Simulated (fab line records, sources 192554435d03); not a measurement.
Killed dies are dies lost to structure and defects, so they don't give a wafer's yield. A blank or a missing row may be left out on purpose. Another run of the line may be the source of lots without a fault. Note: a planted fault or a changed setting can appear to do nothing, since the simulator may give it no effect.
Chamber matching    flow n5_finfet    rie_diel-02 running N5_PMOS_HMC_CHANNEL_EPI_ETCH_32: 4 sister chambers
The step etches BARC in N2/H2, stops on SiO2, target depth 85.8 nm, time 50.3 s. 4 wafers are shown with their chamber, then 8 later ones without.

== EACH WAFER AND ITS CHAMBER ==
wafer   chamber  drypump_motor_current_A (A)
L084.1  1        5.4
L084.5  2        6.7
L089.2  0        5.2
L093.1  3        6.5

== WAFERS MISSING THEIR CHAMBER ==
wafer   drypump_motor_current_A (A)
L093.3  5.1
L093.4  5.4
L094.1  6.6
L094.3  5.4
L094.6  6.6
L096.1  5.1
L096.4  6.6
L096.5  5.1

== THE CHAMBER EACH PASSED THROUGH ==
wafer   from the rows above      in truth
L093.3  0                        0
L093.4  1                        1
L094.1  can't be placed: 3 or 2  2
L094.3  1                        1
L094.6  can't be placed: 3 or 2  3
L096.1  0                        0
L096.4  can't be placed: 3 or 2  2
L096.5  0                        0
Correctly placed: 5 of 8. These rows do not allow placing 3 (true chamber among the candidates in 3). Placed wrongly: 0.
How it was worked out, from the rows above alone: a wafer's distance from a chamber is the root of the sum, over the readings, of the square of ((its reading less the chamber's mean) divided by the reading's scatter). The wafer belongs to the nearest chamber; if the next one is less than 2 further off, it can't be placed. For every chamber, the mean is computed from those of its wafers that are shown. The scatter (one wafer shown for each chamber): square how far every hidden wafer sits from the nearest shown wafer, average those squares and take the square root.
